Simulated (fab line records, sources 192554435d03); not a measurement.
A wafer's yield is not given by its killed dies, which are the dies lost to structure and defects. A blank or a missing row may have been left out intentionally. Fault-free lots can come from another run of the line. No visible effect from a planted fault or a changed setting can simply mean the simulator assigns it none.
Matching of chambers	flow n5_finfet	N5_GATE_CUT_ETCH_37 on rie_diel-02 has 4 sister chambers
The step etches SOC in N2/H2, target depth 60 nm, overetch 12 nm, time 90 s. 4 wafers are shown with their chamber, then 7 later ones without.

== WAFERS, EACH WITH ITS CHAMBER ==
wafer	chamber	showerhead_plenum_p_Torr (Torr)
L083.2	2	2.49
L087.6	1	2.35
L089.1	0	2.54
L089.5	3	2.61

== WAFERS MISSING THEIR CHAMBER ==
wafer	showerhead_plenum_p_Torr (Torr)
L089.6	2.55
L092.1	2.34
L092.2	2.54
L092.4	2.61
L095.3	2.34
L095.4	2.54
L095.6	2.61

== CHAMBER TAKEN BY EACH ==
wafer	from the rows above	in truth
L089.6	0	0
L092.1	1	1
L092.2	0	0
L092.4	3	3
L095.3	1	1
L095.4	0	0
L095.6	3	3
Placed correctly: 7 of 7. Number that these rows cannot place: 0. Placed wrongly: 0.
How it was worked out, from the rows above alone: a wafer's distance from a chamber is the root of the sum, over the readings, of the square of ((its reading less the chamber's mean) divided by the reading's scatter). The wafer belongs to the nearest chamber; if the next one is less than 2 further off, it can't be placed. For every chamber, the mean is computed from those of its wafers that are shown. The scatter (one wafer shown for each chamber): square how far every hidden wafer sits from the nearest shown wafer, average those squares and take the square root.
